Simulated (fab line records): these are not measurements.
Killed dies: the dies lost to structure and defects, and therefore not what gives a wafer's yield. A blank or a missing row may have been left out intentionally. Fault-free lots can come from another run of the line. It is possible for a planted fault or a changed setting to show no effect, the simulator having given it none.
Matching of chambers ; flow n5-finfet ; N5_BEOL_M10_STRIP_36 on rie-diel-01 has 4 sister chambers
The step strips in N2/H2. 4 wafers are shown with their chamber, then 8 later ones without.

WAFERS WITH THEIR CHAMBER
wafer;chamber;drypump-motor-current-A (A)
L090.5;2;6.6
L092.5;3;5.1
L092.6;0;5.4
L094.1;1;6.6

WAFERS WITHOUT THEIR CHAMBER
wafer;drypump-motor-current-A (A)
L094.5;5.4
L094.6;6.6
L096.1;5.2
L096.2;5.5
L096.6;6.7
L097.2;5.1
L097.3;5.5
L097.5;5.5

WHICH CHAMBER EACH ONE RAN IN
wafer;from the rows above;in truth
L094.5;0;0
L094.6;can't be placed: 1 or 2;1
L096.1;can't be placed: 3 or 0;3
L096.2;0;0
L096.6;can't be placed: 1 or 2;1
L097.2;3;3
L097.3;0;0
L097.5;0;0
Placed correctly: 5 of 8. Can't be placed from these rows: 3 (the true chamber is among the candidates in 3). 0 placed wrongly.
How it was worked out, from the rows above alone: a wafer's distance from a chamber is the root of the sum, over the readings, of the square of ((its reading less the chamber's mean) divided by the reading's scatter). The wafer belongs to the nearest chamber; if the next one is less than 2 further off, it can't be placed. The mean given for a chamber averages the wafers shown for that chamber. The scatter: root of mean squared gap, hidden wafer to nearest shown wafer, with one shown wafer a chamber.
